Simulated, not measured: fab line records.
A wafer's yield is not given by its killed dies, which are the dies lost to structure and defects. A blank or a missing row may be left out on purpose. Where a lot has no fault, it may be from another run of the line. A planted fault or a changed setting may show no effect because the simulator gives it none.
Chamber matching | flow nand_harc | 4 sister chambers for NHARC_P_GATE_ETCH_104 on rie_diel-06
The step etches the open film in CF4/CHF3, target depth 60 nm. 4 wafers are shown with their chamber, then 7 later ones without.

## WAFERS, EACH WITH ITS CHAMBER
wafer  | chamber | drypump_motor_current_A (A)
L693.3 | 0       | 5.9
L695.3 | 2       | 6.5
L698.1 | 3       | 5.6
L698.2 | 1       | 5.7

## WAFERS WHOSE CHAMBER IS MISSING
wafer  | drypump_motor_current_A (A)
L698.4 | 5.7
L700.2 | 5.7
L700.4 | 6.5
L700.6 | 6.5
L702.3 | 6.5
L702.4 | 6.0
L702.5 | 5.7

## THE CHAMBER EACH PASSED THROUGH
wafer  | from the rows above | in truth
L698.4 | 1                   | 1
L700.2 | 1                   | 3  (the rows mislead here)
L700.4 | 2                   | 2
L700.6 | 2                   | 2
L702.3 | 2                   | 2
L702.4 | 0                   | 0
L702.5 | 1                   | 1
Placed correctly: 6 of 7. Not placeable from these rows: 0. 1 placed wrongly.
How it was worked out, from the rows above alone: a wafer's distance from a chamber is the root of the sum, over the readings, of the square of ((its reading less the chamber's mean) divided by the reading's scatter). The wafer belongs to the nearest chamber; if the next one is less than 2 further off, it can't be placed. Each chamber's mean is taken over the wafers shown for it. The scatter: root of mean squared gap, hidden wafer to nearest shown wafer, with one shown wafer a chamber.
